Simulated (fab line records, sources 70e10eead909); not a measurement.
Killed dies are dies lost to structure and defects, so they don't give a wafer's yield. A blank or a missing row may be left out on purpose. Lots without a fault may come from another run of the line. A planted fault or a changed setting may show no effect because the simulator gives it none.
A struck lot beside a sound one | flow nand_harc | 14 steps out of a route of 1302
Sound: wafers L239.1, L239.2, L239.6. Struck: wafers L253.1, L253.2, L253.6. The cause comes at the end.
At each step with rows: each side's tool, then ch and its chambers, then its first start. Under that, the readings that differ: sound wafers | struck wafers | difference of the means | sigmas: that difference in standard deviations of wafers without a fault.
alike: readings whose means differ by less than 2 such deviations, and words and numbers that are the same on both sides. not compared: withheld readings, readings that some wafer has no value for, bounds like >300 that may hide the same value, and numbers for which the record gives no deviation and whose values overlap.
The two part at a step that has a row with sigmas, a row that says differs or no value, or rows on one side only. Numbers that don't overlap but have no deviation are shown without sigmas and don't part them. A reading that every wafer of one side lacks parts them only if that side has two wafers or more.

NHARC_P_CONTACT_OVL_MEAS_13:
  sound on overlay-01, day 6 12:29; struck on overlay-02, day 12 18:32
  reading           | sound       | struck         | difference | sigmas
  overlay_y_nm (nm) | 0.6 0.4 1.2 | -0.6 -1.0 -1.1 | -1.6       | -2
  alike: overlay_x_nm
NHARC_P_CONTACT_INSPECT_14:
  sound on defect_inspect-02, day 6 12:32; struck on defect_inspect-01, day 12 18:34
  alike: raw_defect_count
then, 2 steps without rows for these wafers: NHARC_P_CONTACT_DESCUM_17 (chemistry O2, time 3 s); NHARC_P_CONTACT_ETCH_35 (etches the open film in CF4, target depth 39 nm, time 65 s).
NHARC_P_CONTACT_ETCH_36: etches the open film in N2/H2, target depth 260 nm, time 406.25 s.
  sound on rie_diel-02 ch 2,3; struck on rie_diel-12 ch 1,2,3
  reading                         | sound             | struck            | difference | sigmas
  rf_vpp_V (V)                    | 435.6 432.8 435.1 | 432.1 429.5 427.9 | -4.7       | -2
  showerhead_plenum_p_Torr (Torr) | 2.19 2.10 2.19    | 2.07 1.95 2.01    | -0.15      | -2
  alike: drypump_motor_current_A, n2_flow_sccm, oes_product_au, rf_fwd_power_W, throttle_valve_pct
  not compared: rf_hours_counter_h
then, 2 steps without rows for these wafers: NHARC_P_CONTACT_ETCH_18 (etches the open film in C4F8/O2/Ar, target depth 481 nm, time 240.5 s); NHARC_P_CONTACT_STRIP_37 (strips in C4F8/O2/Ar).
NHARC_P_CONTACT_ETCH_31: etches the open film in CH3F/O2, target depth 30 nm, time 85.7 s.
  sound on rie_diel-02 ch 0,1; struck on rie_diel-12 ch 0,1,2
  alike: drypump_motor_current_A, oes_product_au, rf_fwd_power_W, rf_vpp_V, showerhead_plenum_p_Torr, throttle_valve_pct
  not compared: rf_hours_counter_h
NHARC_P_CONTACT_CD_MEAS_19:
  sound on cd_sem-02, day 6 13:28; struck on cd_sem-02, day 12 19:30
  alike: cd_nm
NHARC_P_CONTACT_STRIP_28: strips in O2.
  sound on rie_diel-02 ch 2,3, day 6 13:32; struck on rie_diel-02 ch 1,2, day 12 19:35
  alike: drypump_motor_current_A, oes_product_au, rf_vpp_V, showerhead_plenum_p_Torr, throttle_valve_pct
  not compared: rf_hours_counter_h
then, 1 step without rows for these wafers: NHARC_P_CONTACT_STRIP_29 (strips in post etch residue remover, time 1200 s).
NHARC_P_CONTACT_DEGAS_38: time 60 s.
  sound on pvd_sputter-03, day 6 14:11; struck on pvd_sputter-03, day 12 20:13
  alike: heater_power_w
NHARC_P_CONTACT_PRE_CLEAN_39: time 19.5 s.
  sound on pvd_sputter-03, day 6 14:14; struck on pvd_sputter-03, day 12 20:17
  reading    | sound          | struck               | difference | sigmas
  time_s (s) | 19.5 19.5 19.5 | 17.525 17.525 17.525 | -1.975     |
NHARC_P_CONTACT_PVD_32: deposits Ti, target thk 5 nm, time 17.7 s.
  sound on pvd_sputter-03; struck on pvd_sputter-03
  alike: throttle_valve_pct

WHERE THEY PART
First at NHARC_P_CONTACT_OVL_MEAS_13; last, within this record, at NHARC_P_CONTACT_ETCH_36. Later steps at which nothing parts them and some readings are alike: NHARC_P_CONTACT_ETCH_31, NHARC_P_CONTACT_CD_MEAS_19, NHARC_P_CONTACT_STRIP_28, NHARC_P_CONTACT_DEGAS_38, NHARC_P_CONTACT_PVD_32.

WHY: what the simulator had put in
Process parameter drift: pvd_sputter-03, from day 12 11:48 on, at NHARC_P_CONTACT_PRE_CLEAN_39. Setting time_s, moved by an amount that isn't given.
